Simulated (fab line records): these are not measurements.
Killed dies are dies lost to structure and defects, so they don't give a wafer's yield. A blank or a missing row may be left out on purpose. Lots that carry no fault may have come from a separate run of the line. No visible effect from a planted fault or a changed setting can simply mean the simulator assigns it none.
Struck lot and sound lot, side by side || flow n5_finfet || 15 out of 1938 route steps
Sound: these wafers, L469.3, L469.4, L469.6. Struck: wafers L466.2, L466.4, L466.6. The cause is named last.
Order at every step that has rows: each side's tool, ch and its chambers, its first start. Under that, the readings that differ: sound wafers || struck wafers || difference of the means || sigmas: that difference in standard deviations of wafers without a fault.
alike: readings with means less than 2 such deviations apart, plus words and numbers identical on both sides. not compared: withheld readings, readings lacking a value on some wafer, bounds such as >300 that could conceal the same value, and numbers that have no deviation in the record and whose values overlap.
A row with sigmas, a row that says differs or no value, or rows on one side alone: a step with any of these is where the two part. Numbers that don't overlap but have no deviation are shown without sigmas and don't part them. A reading missing from all wafers of one side parts the sides only when that side holds two or more wafers.

first, 8 steps without rows for these wafers: N5_MIM_TOP_LITHO_HMDS_01 (time 60 s); N5_MIM_TOP_LITHO_COAT_02; N5_MIM_TOP_LITHO_EBR_04; N5_MIM_TOP_LITHO_SOFTBAKE_03 (time 90 s); N5_MIM_TOP_LITHO_EXPOSE_05 (exposes mask MIM TOP, target cd 2000 nm); N5_MIM_TOP_LITHO_PEB_06; N5_MIM_TOP_LITHO_DEVELOP_07 (develop time 60 s); N5_MIM_TOP_LITHO_HARDBAKE_09 (time 120 s).
N5_MIM_TOP_LITHO_CD_MEAS_08 targets a cd of 2000 nm.
  sound on cd_sem-01 ch 0, day 16 05:53; struck on cd_sem-02 ch 0, day 17 00:54
  alike: cd_nm
N5_MIM_TOP_LITHO_OVL_MEAS_11:
  sound on overlay-02 ch 0, day 16 05:55; struck on overlay-01 ch 0, day 17 00:56
  alike: MIM_TOP_OVL
N5_MIM_TOP_LITHO_INSPECT_12: inspects for defects (macro).
  sound on defect_inspect-02 at day 16 05:57; struck on defect_inspect-01 at day 17 01:04
  alike: raw_defect_count
N5_MIM_TOP_LITHO_DESCUM_10: chemistry O2, time 7.9 s.
  sound on rie_diel-06 ch 2,3, day 16 06:18; struck on rie_diel-06 ch 2,3, day 17 01:05
  alike: bias_power_w, drypump_motor_current_A, oes_product_au, rf_vpp_V, showerhead_plenum_p_Torr, throttle_valve_pct
  not compared: rf_hours_counter_h
N5_MIM_TOP_ETCH_ETCH_00: etches TiN in Cl2/BCl3, target depth 38.5 nm.
  sound on rie_metal-02 ch 0,1, day 16 06:27; struck on rie_metal-02 ch 0,1, day 17 01:11
{"reading": "oes_product_au (a.u.)", "sound": "0.67 0.80 0.81", "struck": "0.95 0.94 1.12", "difference": "+0.24", "sigmas": "+3"}
{"reading": "model.etch.depth_nm (nm)", "sound": "38.97 38.73 39", "struck": "64.97 64.59 64.63", "difference": "+25.83", "sigmas": ""}
{"reading": "model.MIM_TOP_ETCH.feature_depth_nm (nm)", "sound": "39 38.8 39", "struck": "65 64.6 64.6", "difference": "+26", "sigmas": ""}
  alike: drypump_motor_current_A, throttle_valve_pct
  not compared: rf_hours_counter_h, model.coat_of_MIM_TOP_LITHO_COAT_02.thk_nm
N5_MIM_TOP_ETCH_STRIP_01: strips in O2.
  sound on rie_diel-05 ch 2,3, day 16 06:36; struck on rie_diel-04 ch 0,1,2, day 17 01:26
  alike: drypump_motor_current_A, oes_product_au, rf_vpp_V, showerhead_plenum_p_Torr, throttle_valve_pct
  not compared: rf_hours_counter_h
N5_PASSIVATION_PROBE_49:
  record: rows for the struck wafers here (prober-02, day 17 12:37), none for the sound ones

== WHERE THEY PART ==
Earliest at N5_MIM_TOP_ETCH_ETCH_00; latest, in this record, at N5_PASSIVATION_PROBE_49.

WHY: the cause the simulator had injected
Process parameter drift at N5_MIM_TOP_ETCH_ETCH_00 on rie_metal-02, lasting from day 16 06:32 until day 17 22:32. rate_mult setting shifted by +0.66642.
